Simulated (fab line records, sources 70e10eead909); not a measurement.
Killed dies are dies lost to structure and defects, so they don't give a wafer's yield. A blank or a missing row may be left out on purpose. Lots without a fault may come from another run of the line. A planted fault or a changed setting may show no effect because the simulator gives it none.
fab line records | flow nand_harc
record lots=7 wafers=18 last_day=33
route steps=1302 shown A_WL_FILL@960
lots that met no fault: from a run of the same line without faults
start_h: hours from the record's first day to the start of the lot's first wafer shown | wait_h: hours since the lot's step before | " the same as in the row above | L1.1+2: a row that stands for several wafers | - no value, or no start given | * or withheld: withheld | < > ~ a bound
route shown NAME@n: a module of which the file shows steps, and the number in the route of the first | usual: mean/standard deviation of fault-free wafers | same: alike in all rows | chamber/n: place in a boat | sites: the reading at each site | _std_site: their standard deviation | _edge_site: outer sites' mean less inner sites' | radius_mm: how far each site lies from the wafer's centre | mask NAME#n: copy n | behind: the tool/chamber that last shaped the wafer | hold: why the lot was held/for how many hours/how that ended | device: the transistor (n, p or np) that didn't switch | end of line: the same wafers' tests at the end of the route | a step without rows: its recipe alone | killed: dies lost to structure and defects at the first sort, not the wafer's yield | map: a wafer's dies, x killed, . not, _ none there
set.NAME: the setting as run; set.NAME@STEP: as run at that earlier step | model.NAME: the simulator's own value behind a step, which no gauge read
lots at some steps of the route; a table a step, a row a wafer
services: from which hour (start_h, from the record's first day; less than 0 if before it) a tool's chamber was out of use, for how many hours, and why
## steps
# step NHARC_A_WL_FILL_STRIP_28
# recipe time_s=1200 temp_c=72.5 chemistry=post_etch_residue_remover
# step NHARC_A_WL_FILL_PRECLEAN_06
# recipe time_s=300 chemistry=DIW
# step NHARC_A_WL_FILL_SRD_07
# step NHARC_A_WL_FILL_ANNEAL_08
# recipe temp_c=450 time_s=1800
# step NHARC_A_WL_FILL_ALD_10
# recipe target_thk_a=500 pulse_time_s=10 ald_cycles=500 temp_c=300 material=SiO2
# usual heater_power_w=475/54 precursor_pulse_height_rel=0.999/0.021
# columns lot.wafer tool chamber start_h wait_h heater_power_w precursor_pulse_height_rel
L332.1 ald_hk-02 1 545.52 0.1 432 1.019
L332.5 " 1 547.60 2.1 433 0.999
L332.6 " 2 " " 416 1.016
L334.1 ald_hk-04 2 568.09 0.1 503 0.997
L334.4 " 3 " " 441 0.988
L334.2 " 1 569.65 1.6 441 0.966
L339.1 ald_hk-02 3 623.83 1.0 536 1.007
L339.4 " 0 " " 451 1.023
L341.3 ald_hk-02 0 628.08 1.1 457 1.004
L341.4 " 1 " " 423 0.988
L342.1 ald_hk-03 3 633.31 0.6 421 0.979
L342.3 " 0 " " 501 1.023
L348.2 ald_hk-04 0 697.45 0.1 473 1.005
L348.5 " 0 699.48 2.1 467 1.000
L348.6 " 1 " " 449 0.991
L347.3 ald_hk-03 2 697.96 0.6 574 1.020
L347.1 " 0 698.98 1.6 492 1.012
L347.5 " 2 700.00 2.6 575 1.013
# step NHARC_A_WL_FILL_ETCHBACK_16
# recipe target_depth_a=1200 time_s=24 c4f8_flow_sccm=withheld o2_flow_sccm=8 ar_flow_sccm=withheld rf_w=600 bias_w=800 chemistry=C4F8/O2/Ar
# usual oes_product_au=0.97/0.035 rf_vpp_V=722/4.1
# same time_s=24
# columns lot.wafer tool chamber start_h wait_h oes_product_au rf_hours_counter_h rf_vpp_V
L332.1 rie_diel-03 3 - - 1.00 2.2 726
L332.5 " 3 " " 1.00 - 726
L332.6 " 0 " " 1.01 - 718
L334.4 rie_diel-10 3 - - 1.02 8.7 719
L334.2 " 0 " " 1.01 8.6 717
L334.1 " 2 " " 1.00 8.4 725
L339.1 rie_diel-03 3 - - 0.92 4.9 726
L339.4 " 0 " " 0.93 5.4 717
L341.4 rie_diel-01 0 - - 0.99 1.9 727
L341.3 " 2 " " 1.00 1.9 717
L342.1 rie_diel-10 0 - - 1.00 1.0 717
L342.3 " 1 " " 0.99 1.2 723
L347.1 rie_diel-03 3 - - 0.98 2.2 727
L347.3 " 0 " " 0.99 1.8 718
L347.5 " 2 " " 0.98 - 729
L348.2 rie_diel-10 0 - - 1.01 4.9 716
L348.6 " 1 " " 0.99 - 723
L348.5 " 2 " " 0.99 - 726
# step NHARC_A_WL_FILL_STRIP_29
# recipe time_s=20 o2_flow_sccm=500 ar_flow_sccm=0 bias_w=0 chemistry=O2
# usual drypump_motor_current_A=5.7/0.35 oes_product_au=0.999/0.0069 rf_vpp_V=57.7/0.87 showerhead_plenum_p_Torr=3.51/0.13 throttle_valve_pct=17.037/0.0094
# same time_s=20
# columns lot.wafer tool chamber start_h wait_h drypump_motor_current_A oes_product_au rf_hours_counter_h rf_vpp_V showerhead_plenum_p_Torr throttle_valve_pct
L332.1 rie_diel-03 3 550.29 0.1 5.5 0.998 2.2 57.7 3.63 17.040
L332.6 " 3 " " 5.5 0.986 - 58.7 3.63 17.033
L332.5 " 0 " " 5.6 0.998 - 59.0 3.32 17.012
L334.4 rie_diel-10 0 572.85 0.1 5.3 1.002 8.6 57.1 3.33 17.020
L334.2 " 1 " " 5.8 1.005 8.3 57.9 3.52 17.042
L334.1 " 2 " " 5.7 0.994 8.4 57.3 3.58 17.034
L339.1 rie_diel-03 0 628.11 0.1 5.7 1.005 5.4 57.5 3.32 17.058
L339.4 " 1 " " 6.2 0.995 4.7 57.5 3.40 17.031
L341.3 rie_diel-01 1 631.75 0.1 5.0 0.998 1.9 57.8 3.47 17.039
L341.4 " 2 " " 5.7 0.993 1.9 57.5 3.38 17.022
L342.1 rie_diel-10 3 637.59 0.1 6.0 0.997 1.0 57.1 3.38 17.035
L342.3 " 2 " " 5.7 0.994 1.2 59.1 3.58 17.034
L347.1 rie_diel-03 0 702.17 0.1 5.7 0.997 1.8 57.6 3.32 17.037
L347.3 " 2 " " 6.1 1.008 2.0 58.5 3.69 17.043
L347.5 " 0 " " 5.6 0.998 - 57.9 3.32 17.025
L348.2 rie_diel-10 1 702.17 0.1 5.7 0.986 5.2 58.7 3.51 17.059
L348.6 " 0 " " 5.3 1.007 - 58.7 3.32 17.048
L348.5 " 2 " " 5.7 0.993 - 56.9 3.58 17.030
# step NHARC_A_WL_FILL_ETCHBACK_17
# recipe target_depth_a=40 time_s=26.7 chemistry=Cl2/BCl3
# usual drypump_motor_current_A=5.3/0.33 he_backside_leak_sccm=3.3/0.31 oes_product_au=1.000/0.0068
# same time_s=26.7
# columns lot.wafer tool chamber start_h wait_h drypump_motor_current_A he_backside_leak_sccm oes_product_au rf_hours_counter_h
L332.1 rie_metal-01 0 550.39 - 5.2 3.1 1.006 2.1
L332.5 " 1 " " 5.7 3.4 0.996 -
L332.6 " 0 " " 5.2 3.0 1.008 -
L334.2 rie_metal-03 0 572.93 - 5.7 3.1 0.996 0.6
L334.1 " 1 " " 5.2 3.0 1.005 0.6
L334.4 " 0 " " 5.6 3.1 1.000 -
L339.1 rie_metal-01 0 628.19 - 5.2 3.4 0.991 0.9
L339.4 " 0 " " 5.2 3.2 0.996 -
L341.3 rie_metal-03 1 631.87 - 5.2 3.2 0.998 -
L341.4 " 0 " " 5.6 3.3 1.005 -
L342.1 rie_metal-01 0 637.67 - 5.2 3.1 1.006 1.0
L342.3 " 0 " " 5.2 3.1 0.999 -
L347.1 rie_metal-02 1 702.25 - 5.1 3.1 0.986 1.2
L347.3 " 1 " " 5.1 3.1 0.991 -
L347.5 " 0 " " 4.7 6.1 1.009 -
L348.2 rie_metal-01 1 702.28 - 5.6 3.4 1.008 2.0
L348.5 " 0 " " 5.2 3.2 0.990 -
L348.6 " 1 " " 5.6 3.4 1.007 -
# step NHARC_A_WL_FILL_PRECLEAN_18
# recipe time_s=30 chemistry=dHF
# step NHARC_A_WL_FILL_SRD_21
# step NHARC_A_WL_FILL_CVD_23
# recipe target_thk_a=400 temp_c=620 pressure_mtorr=200 time_s=800 material=poly-Si
# step NHARC_A_WL_FILL_ETCHBACK_26
# recipe target_depth_a=520 time_s=13.3 hbr_flow_sccm=150 rf_w=350 icp_w=350 bias_w=60 chemistry=HBr
# usual drypump_motor_current_A=5.8/0.32 he_backside_leak_sccm=2.7/0.31 oes_product_au=1.000/0.0063 throttle_valve_pct=23.265/0.0084
# same time_s=13.3
# columns lot.wafer tool chamber start_h wait_h drypump_motor_current_A he_backside_leak_sccm oes_product_au rf_hours_counter_h throttle_valve_pct
L332.1 rie_si-03 0 555.61 0.4 6.1 2.4 1.013 1.0 23.256
L332.6 " 1 " " 5.3 2.5 1.005 - 23.277
L332.5 " 2 " " 5.6 2.3 0.998 - 23.259
L334.4 rie_si-01 2 578.17 0.4 5.4 2.9 0.993 0.1 23.246
L334.1 " 3 " " 6.2 2.7 0.998 0.1 23.268
L334.2 " 0 " " 5.6 2.4 0.999 0.1 23.274
L339.1 rie_si-01 0 633.44 0.4 5.6 2.7 1.396 0.4 23.250
L339.4 " 2 " " 5.4 4.4 1.001 0.5 23.260
L341.4 rie_si-01 0 637.00 0.4 5.6 2.6 1.009 0.4 23.270
L341.3 " 1 " " 5.7 2.6 1.382 0.6 23.251
L342.1 rie_si-01 3 642.82 0.4 6.3 3.0 1.377 0.5 23.269
L342.3 " 0 " " 5.6 2.5 1.380 0.5 23.264
L348.2 rie_si-05 0 707.44 0.4 6.3 2.8 0.997 0.1 23.262
L348.5 " 0 " " 6.2 2.7 1.003 - 23.273
L348.6 " 1 " " 5.7 2.3 1.009 - 23.264
L347.3 rie_si-01 1 707.45 0.4 5.6 2.5 0.995 1.0 23.264
L347.1 " 3 " " 6.2 2.6 0.994 1.0 23.251
L347.5 " 0 " " 5.6 2.5 0.994 - 23.274
# step NHARC_A_WL_FILL_PRECLEAN_30
# recipe time_s=10 chemistry=dHF
## services
# columns tool chamber start_h hours kind
rie_si-05 3 533.68 8.7 repair
ald_hk-02 - 534.61 10.0 pm
rie_metal-02 - 540.19 0.1 repair
rie_si-01 - 547.00 9.0 pm
rie_diel-01 - 557.80 9.0 pm
ald_hk-04 - 560.15 0.5 repair
ald_hk-03 - 572.20 10.0 pm
rie_diel-03 1 573.52 8.2 repair
rie_metal-01 - 575.00 9.0 pm
rie_si-03 - 575.00 9.0 pm
rie_diel-10 - 596.70 9.0 pm
rie_diel-03 - 600.47 0.3 repair
rie_metal-02 - 608.44 0.5 repair
ald_hk-04 - 611.05 10.0 pm
rie_diel-01 - 612.16 2.3 repair
rie_metal-01 1 618.89 2.2 repair
rie_metal-02 - 631.00 9.0 pm
rie_diel-03 - 635.30 9.0 pm
rie_diel-10 3 651.13 2.1 repair
rie_diel-10 3 693.78 14.4 repair
rie_diel-01 0 695.61 6.4 repair
rie_metal-03 - 696.00 9.0 pm
rie_diel-01 3 696.03 39.6 repair
rie_metal-01 - 703.91 0.8 repair
## key
first_sign step=NHARC_A_WL_FILL_ETCHBACK_26 reading=oes_product_au direction=up sigmas=61 usual=1.000 struck=1.384
effect none on later readings
met_at NHARC_A_WL_FILL_ETCHBACK_26
struck_wafers L339.1,L341.3,L342.1,L342.3
tester_left_out L339,L341,L342
onset_between 578.17 633.44
fault kind=process_parameter_drift tool=rie_si-01 chamber=- onset_h=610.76 steps=NHARC_A_WL_FILL_ETCHBACK_26 channel=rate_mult offset=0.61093 shape=step end_h=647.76 scope=struck_wafers_only
# tester_left_out: of these lots the tester's yield and bins aren't shown, on N5 and GAA mostly nor the transistor test; their killed dies are dies lost to structure and defects alone, not to doping, threshold or leakage, so they don't give the yield
